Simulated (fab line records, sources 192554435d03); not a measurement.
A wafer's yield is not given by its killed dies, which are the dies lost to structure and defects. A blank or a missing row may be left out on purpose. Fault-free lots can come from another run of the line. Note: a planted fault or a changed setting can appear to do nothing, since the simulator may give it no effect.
Lot-split experiment | flow n5-finfet | on a route of 1938 steps: 7 lots, 21 wafers read

== ABOUT THE SPLIT ==
At N5_BEOL_M12_DEP_53 (deposits SiCN from 3MS/NH3, target thk 30 nm, time 10.5 s), the setting time-s was moved away from the recipe's 10.5 s on 9 of the 21 wafers read, by +3.7% to +11.8%. The other wafers ran this setting at the recipe's value.

Reading taken at the split's own step.

== THE READING ==
SiCN_of_BEOL_M12_DEP_53.thk-nm (the simulator's own value, which no gauge read), in nm, at N5_BEOL_M12_DEP_53 (deposits SiCN from 3MS/NH3, target thk 30 nm, time 10.5 s). No usual value for it is given in the file. Across the 12 wafers here that went through the recipe, the average is 30.2 nm and the standard deviation 0.38 nm.

wafer  | tool, chamber at the split | time-s as run, s | against the recipe | SiCN_of_BEOL_M12_DEP_53.thk-nm, nm | against lot-mates on the recipe
L074.4 | pecvd-03, 0                | 10.89            | +3.7%              | 31.8                               | +2.0
L074.5 | pecvd-03, 1                | 10.89            | +3.7%              | 31.2                               | +1.4
L074.6 | pecvd-03, 2                | 10.5             | recipe             | 29.8                               | -
L080.1 | pecvd-01, 0                | 10.5             | recipe             | 29.8                               | -
L080.3 | pecvd-01, 2                | 11.07            | +5.4%              | 31.4                               | +1.6
L080.4 | pecvd-01, 0                | 11.07            | +5.4%              | 32                                 | +2.2
L082.1 | pecvd-01, 2                | 11.74            | +11.8%             | 33.2                               | +3.3
L082.4 | pecvd-01, 2                | 10.5             | recipe             | 29.6                               | -
L082.5 | pecvd-01, 0                | 10.5             | recipe             | 30.2                               | -
L088.1 | pecvd-01, 1                | 10.5             | recipe             | 30.4                               | -
L088.3 | pecvd-01, 2                | 10.5             | recipe             | 29.8                               | -
L088.5 | pecvd-01, 0                | 10.5             | recipe             | 30.6                               | -
L090.2 | pecvd-01, 1                | 10.5             | recipe             | 30.2                               | -
L090.5 | pecvd-01, 1                | 10.93            | +4.1%              | 32.2                               | +2.0
L090.6 | pecvd-01, 2                | 10.93            | +4.1%              | 31.2                               | +1.0
L096.2 | pecvd-01, 1                | 10.5             | recipe             | 30.2                               | -
L096.5 | pecvd-01, 0                | 10.5             | recipe             | 30                                 | -
L096.6 | pecvd-01, 1                | 10.5             | recipe             | 31                                 | -
L095.2 | pecvd-02, 1                | 11.56            | +10.1%             | 33                                 | +2.8
L095.3 | pecvd-02, 0                | 11.56            | +10.1%             | 33.6                               | +3.4
L095.5 | pecvd-02, 2                | 10.5             | recipe             | 30.2                               | -

FIT RESULTS
A straight line over all 21 wafers: SiCN_of_BEOL_M12_DEP_53.thk-nm changes by +0.294 nm for each +1% of time-s; r = +0.94; the points scatter about the line by 0.42 nm.
The same after taking each lot's own level away (the mean of its wafers on the recipe; 21 wafers): +0.307 nm for each +1%; r = +0.95; scatter 0.39 nm.
The reading moves by 3.6 nm for the largest change in time-s, on that fit.
The span of the lots' own levels, 29.80 to 30.40 nm, comes to 1.6 times the standard deviation stated above.
Consequently the slope shifts little with the lot-to-lot level, the two slopes agreeing.
Check: for one of the wafers moved furthest among these (+11.8%), held out of the fit, the line's prediction against its lot-mates is +3.9 nm. It came out at +3.3 nm against them.

== THESE WAFERS: OTHER SPLITS ==
Other splits were also applied to these wafers ahead of the reading. Each is held against what the fit with the lots' levels taken away leaves over:
other split on the same wafers    | wafers away from the commonest value | r with SiCN_of_BEOL_M12_DEP_53.thk-nm (lot level and that fit taken away)
N5_BEOL_M10_TRENCH_ETCH_37 time-s | 7                                    | +0.05
N5_BEOL_M12_SPUTTER_43 power-w    | 7                                    | -0.05

== THE FILE'S OWN FIT ==
SiCN_of_BEOL_M12_DEP_53.thk-nm changes by +0.309 nm for each +1% of time-s, r = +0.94.
